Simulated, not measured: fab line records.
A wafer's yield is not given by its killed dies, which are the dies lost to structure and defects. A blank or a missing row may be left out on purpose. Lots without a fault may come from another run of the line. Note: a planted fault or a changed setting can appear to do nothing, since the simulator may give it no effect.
Which tool was responsible? + flow n5_finfet + 29 wafers from 10 lots sampled at 2 of the route's 1938 steps

WHAT THE GAUGES SHOWED, per wafer
N5_BEOL_M0_OCD_MEAS_108.
| lot  | measured     | on     | trench_depth_nm (nm) |
|------|--------------|--------|----------------------|
| L547 | day 6 02:08  | ocd-01 | 32.6 32.5            |
| L548 | day 6 05:14  | ocd-02 | 32.6 33.1 32.3       |
| L550 | day 6 12:07  | ocd-01 | 33.2 32.3 33.0       |
| L553 | day 7 14:32  | ocd-01 | 33.1 32.4 31.8       |
| L554 | day 7 17:26  | ocd-01 | 32.2 32.7 32.3       |
| L555 | day 7 23:28  | ocd-01 | 32.4 33.3 31.8       |
| L565 | day 10 09:02 | ocd-01 | 32.5 32.7 31.0       |
| L566 | day 10 16:53 | ocd-01 | 33.1 32.8 32.3       |
| L567 | day 11 01:01 | ocd-01 | 33.2 31.3 32.9       |
| L568 | day 11 01:44 | ocd-02 | 33.1 32.8 31.7       |

WHICH TOOL RAN EACH LOT (tool, then ch and the chambers of the sampled wafers, then the start)
| lot  | N5_BEOL_M0_HM_OPEN_105            |
|------|-----------------------------------|
| L547 | rie_metal-03 ch 0,1, day 6 01:38  |
| L548 | rie_metal-01 ch 0,1, day 6 04:37  |
| L550 | rie_metal-01 ch 1, day 6 11:27    |
| L553 | rie_metal-01 ch 0,1, day 7 13:56  |
| L554 | rie_metal-01 ch 0,1, day 7 16:50  |
| L555 | rie_metal-01 ch 0,1, day 7 22:10  |
| L565 | rie_metal-01 ch 0,1, day 10 07:52 |
| L566 | rie_metal-03 ch 0,1, day 10 16:05 |
| L567 | rie_metal-01 ch 0,1, day 11 00:04 |
| L568 | rie_metal-03 ch 0,1, day 11 00:31 |
- N5_BEOL_M0_HM_OPEN_105: chemistry Cl2/BCl3, target TiN, target depth 12 nm.

THE ANSWER, worked out from the rows above alone
Rule: usual is defined by the lots themselves. Put in order of their means at a reading, lots are off if they are a third of the lots or fewer, leave a main group of 4 or more, and stand apart from it by a gap of 3 or more times the standard deviation of the main group's means; of several such gaps the widest counts. A main group whose means are all the same, to the digits that the tables above print for the reading, isn't used. Also off: a lot with no number at a reading for which 4 or more lots have one. All remaining lots with rows at the step are treated as sound.
Nothing can be told from this: no lot is off at any reading shown.

WHAT THE SIMULATOR HAD PUT IN
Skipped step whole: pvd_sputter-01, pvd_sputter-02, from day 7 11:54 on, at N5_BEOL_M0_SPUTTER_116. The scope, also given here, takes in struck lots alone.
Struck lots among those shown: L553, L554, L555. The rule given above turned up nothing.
